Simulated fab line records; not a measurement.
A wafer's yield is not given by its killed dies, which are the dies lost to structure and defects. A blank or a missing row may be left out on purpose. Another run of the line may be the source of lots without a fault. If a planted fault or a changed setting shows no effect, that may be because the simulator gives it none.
Lot-split experiment / flow n5_finfet / route with 1938 steps; 7 lots, 21 wafers read

## ABOUT THE SPLIT
At N5_BEOL_M2_DESCUM_16 (chemistry O2, time 7 s), the setting time_s was moved away from the recipe's 7 s on 7 of the 21 wafers read, by -22.3% to +22.4%. For the rest of the wafers, this setting stayed at what the recipe calls for.

The split's own step is where the reading is taken.

## THE READING
CAR-EUV_of_BEOL_M2_COAT_05.thk_nm (the simulator's own value, which no gauge read), in nm, at N5_BEOL_M2_DESCUM_16 (chemistry O2, time 7 s). There is no usual value for it anywhere in the file. Across the 14 wafers here that went through the recipe, the average is 26.1 nm and the standard deviation 0.09 nm.

wafer=L075.4; tool, chamber at the split=rie_diel-04, 3,2,1; time_s as run, s=7; against the recipe=recipe; CAR-EUV_of_BEOL_M2_COAT_05.thk_nm, nm=26; against lot-mates on the recipe=-
wafer=L075.5; tool, chamber at the split=rie_diel-04, 3,2,1; time_s as run, s=7; against the recipe=recipe; CAR-EUV_of_BEOL_M2_COAT_05.thk_nm, nm=26; against lot-mates on the recipe=-
wafer=L075.6; tool, chamber at the split=rie_diel-04, 3,2,1; time_s as run, s=7; against the recipe=recipe; CAR-EUV_of_BEOL_M2_COAT_05.thk_nm, nm=26; against lot-mates on the recipe=-
wafer=L076.2; tool, chamber at the split=rie_diel-05, 1,0; time_s as run, s=7; against the recipe=recipe; CAR-EUV_of_BEOL_M2_COAT_05.thk_nm, nm=26; against lot-mates on the recipe=-
wafer=L076.5; tool, chamber at the split=rie_diel-05, 1,0; time_s as run, s=7; against the recipe=recipe; CAR-EUV_of_BEOL_M2_COAT_05.thk_nm, nm=26; against lot-mates on the recipe=-
wafer=L076.3; tool, chamber at the split=rie_diel-05, 0; time_s as run, s=7; against the recipe=recipe; CAR-EUV_of_BEOL_M2_COAT_05.thk_nm, nm=26.2; against lot-mates on the recipe=-
wafer=L077.2; tool, chamber at the split=rie_diel-05, 1,0,2; time_s as run, s=7; against the recipe=recipe; CAR-EUV_of_BEOL_M2_COAT_05.thk_nm, nm=26.2; against lot-mates on the recipe=-
wafer=L077.3; tool, chamber at the split=rie_diel-05, 1,0,2; time_s as run, s=7; against the recipe=recipe; CAR-EUV_of_BEOL_M2_COAT_05.thk_nm, nm=26.2; against lot-mates on the recipe=-
wafer=L077.6; tool, chamber at the split=rie_diel-05, 1,0,2; time_s as run, s=7; against the recipe=recipe; CAR-EUV_of_BEOL_M2_COAT_05.thk_nm, nm=26.2; against lot-mates on the recipe=-
wafer=L080.2; tool, chamber at the split=rie_diel-04, 0; time_s as run, s=5.437; against the recipe=-22.3%; CAR-EUV_of_BEOL_M2_COAT_05.thk_nm, nm=26.8; against lot-mates on the recipe=+0.8
wafer=L080.3; tool, chamber at the split=rie_diel-04, 3,0; time_s as run, s=7; against the recipe=recipe; CAR-EUV_of_BEOL_M2_COAT_05.thk_nm, nm=26; against lot-mates on the recipe=-
wafer=L080.5; tool, chamber at the split=rie_diel-04, 3,0; time_s as run, s=7; against the recipe=recipe; CAR-EUV_of_BEOL_M2_COAT_05.thk_nm, nm=26; against lot-mates on the recipe=-
wafer=L087.1; tool, chamber at the split=rie_diel-05, 2; time_s as run, s=7; against the recipe=recipe; CAR-EUV_of_BEOL_M2_COAT_05.thk_nm, nm=26; against lot-mates on the recipe=-
wafer=L087.3; tool, chamber at the split=rie_diel-05, 0,1; time_s as run, s=8.569; against the recipe=+22.4%; CAR-EUV_of_BEOL_M2_COAT_05.thk_nm, nm=25.2; against lot-mates on the recipe=-0.8
wafer=L087.4; tool, chamber at the split=rie_diel-05, 0,1; time_s as run, s=8.569; against the recipe=+22.4%; CAR-EUV_of_BEOL_M2_COAT_05.thk_nm, nm=25.2; against lot-mates on the recipe=-0.8
wafer=L092.4; tool, chamber at the split=rie_diel-05, 0; time_s as run, s=7; against the recipe=recipe; CAR-EUV_of_BEOL_M2_COAT_05.thk_nm, nm=26; against lot-mates on the recipe=-
wafer=L092.5; tool, chamber at the split=rie_diel-05, 1; time_s as run, s=8.306; against the recipe=+18.7%; CAR-EUV_of_BEOL_M2_COAT_05.thk_nm, nm=25.6; against lot-mates on the recipe=-0.4
wafer=L092.6; tool, chamber at the split=rie_diel-05, 2; time_s as run, s=8.306; against the recipe=+18.7%; CAR-EUV_of_BEOL_M2_COAT_05.thk_nm, nm=25.4; against lot-mates on the recipe=-0.6
wafer=L097.1; tool, chamber at the split=rie_diel-04, 2; time_s as run, s=7; against the recipe=recipe; CAR-EUV_of_BEOL_M2_COAT_05.thk_nm, nm=26; against lot-mates on the recipe=-
wafer=L097.4; tool, chamber at the split=rie_diel-04, 0,1; time_s as run, s=7.751; against the recipe=+10.7%; CAR-EUV_of_BEOL_M2_COAT_05.thk_nm, nm=25.6; against lot-mates on the recipe=-0.4
wafer=L097.6; tool, chamber at the split=rie_diel-04, 0,1; time_s as run, s=7.751; against the recipe=+10.7%; CAR-EUV_of_BEOL_M2_COAT_05.thk_nm, nm=25.6; against lot-mates on the recipe=-0.4
If several chambers appear in one row, that row covers several wafers at once and the file leaves open which wafer was in which chamber.

FIT RESULTS
A straight line over all 21 wafers: CAR-EUV_of_BEOL_M2_COAT_05.thk_nm changes by -0.035 nm for each +1% of time_s; r = -0.97; the points scatter about the line by 0.096 nm.
The same after taking each lot's own level away (the mean of its wafers on the recipe; 21 wafers): -0.0335 nm for each +1%; r = -0.98; scatter 0.068 nm.
The reading moves by 0.75 nm for the largest change in time_s, on that fit.
Measured against the standard deviation above, the lots' own levels, which go from 26.00 to 26.20 nm, span 2.2 times it.
Consequently the slope shifts little with the lot-to-lot level, the two slopes agreeing.
Check: for one of the wafers moved furthest among these (+22.4%), held out of the fit, the line's prediction against its lot-mates is -0.731 nm. It came out at -0.8 nm against them.

## THESE WAFERS: OTHER SPLITS
Before the reading, these wafers also passed through other splits. Each is held against what the fit with the lots' levels taken away leaves over:
other split on the same wafers=N5_BEOL_M0_TRENCH_ETCH_107 target_depth_a; wafers away from the commonest value=7; r with CAR-EUV_of_BEOL_M2_COAT_05.thk_nm (lot level and that fit taken away)=-0.34

## FILE'S OWN FIT
CAR-EUV_of_BEOL_M2_COAT_05.thk_nm changes by -0.0337 nm for each +1% of time_s, r = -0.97.
